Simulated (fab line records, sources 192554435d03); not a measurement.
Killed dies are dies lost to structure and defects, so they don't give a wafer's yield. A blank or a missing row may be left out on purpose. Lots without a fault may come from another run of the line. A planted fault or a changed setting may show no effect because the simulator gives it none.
Chamber matching | flow n5_finfet | N5_GATE_CUT_STRIP_59 on rie_diel-02: 4 sister chambers
The step strips in N2/H2, time 20 s. 16 wafers are shown with their chamber, then 8 later ones without.

WAFERS WITH THEIR CHAMBER
wafer  | chamber | showerhead_plenum_p_Torr (Torr) | throttle_valve_pct (%) | oes_product_au (a.u.)
L078.1 | 0       | 3.40                            | 12.50                  | 0.76
L078.5 | 1       | 3.22                            | 11.95                  | 0.72
L078.6 | 0       | 3.40                            | 12.49                  | 0.76
L080.3 | 1       | 3.21                            | 11.98                  | 0.71
L080.4 | 2       | 3.13                            | 12.33                  | 0.81
L080.5 | 2       | 3.13                            | 12.32                  | 0.80
L084.2 | 2       | 3.12                            | 12.34                  | 0.79
L084.5 | 0       | 3.39                            | 12.53                  | 0.74
L084.6 | 1       | 3.21                            | 11.98                  | 0.71
L086.1 | 0       | 3.39                            | 12.54                  | 0.75
L086.3 | 1       | 3.21                            | 12.00                  | 0.70
L086.4 | 3       | 3.55                            | 11.95                  | 0.86
L090.1 | 1       | 3.21                            | 11.99                  | 0.70
L090.4 | 0       | 3.39                            | 12.56                  | 0.74
L090.6 | 1       | 3.20                            | 12.01                  | 0.70
L095.1 | 0       | 3.38                            | 12.57                  | 0.74

SIGNATURES (means of the wafers above)
reading                  | chamber 0 | chamber 1 | chamber 2 | chamber 3 | scatter within a chamber
showerhead_plenum_p_Torr | 3.3917    | 3.2100    | 3.1267    | 3.5500    | 0.00677
throttle_valve_pct       | 12.5317   | 11.9850   | 12.3300   | 11.9500   | 0.0249
oes_product_au           | 0.7483    | 0.7067    | 0.8000    | 0.8600    | 0.0092
Rule: a wafer's distance from a chamber is the root of the sum, over the readings, of the square of ((its reading less the chamber's mean) divided by the reading's scatter). The wafer belongs to the nearest chamber; if the next one is less than 2 further off, it can't be placed. The scatter: the root of (the sum of the squares of (reading less its chamber's mean) over the shown wafers, divided by (wafers less chambers)).

WAFERS WITHOUT THEIR CHAMBER
wafer  | showerhead_plenum_p_Torr (Torr) | throttle_valve_pct (%) | oes_product_au (a.u.)
L095.3 | 3.20                            | 12.02                  | 0.69
L095.4 | 3.54                            | 12.00                  | 0.85
L096.1 | 3.11                            | 12.38                  | 0.77
L096.2 | 3.38                            | 12.59                  | 0.73
L096.3 | 3.54                            | 12.00                  | 0.84
L096.4 | 3.20                            | 12.02                  | 0.69
L096.5 | 3.12                            | 12.39                  | 0.78
L096.6 | 3.54                            | 12.00                  | 0.84

WHICH CHAMBER EACH WENT THROUGH
wafer  | from the rows above | in truth
L095.3 | 1                   | 1
L095.4 | 3                   | 3
L096.1 | 2                   | 2
L096.2 | 0                   | 0
L096.3 | 3                   | 3
L096.4 | 1                   | 1
L096.5 | 2                   | 2
L096.6 | 3                   | 3
Placed correctly: 8 of 8. Can't be placed from these rows: 0. Placed wrongly: 0.
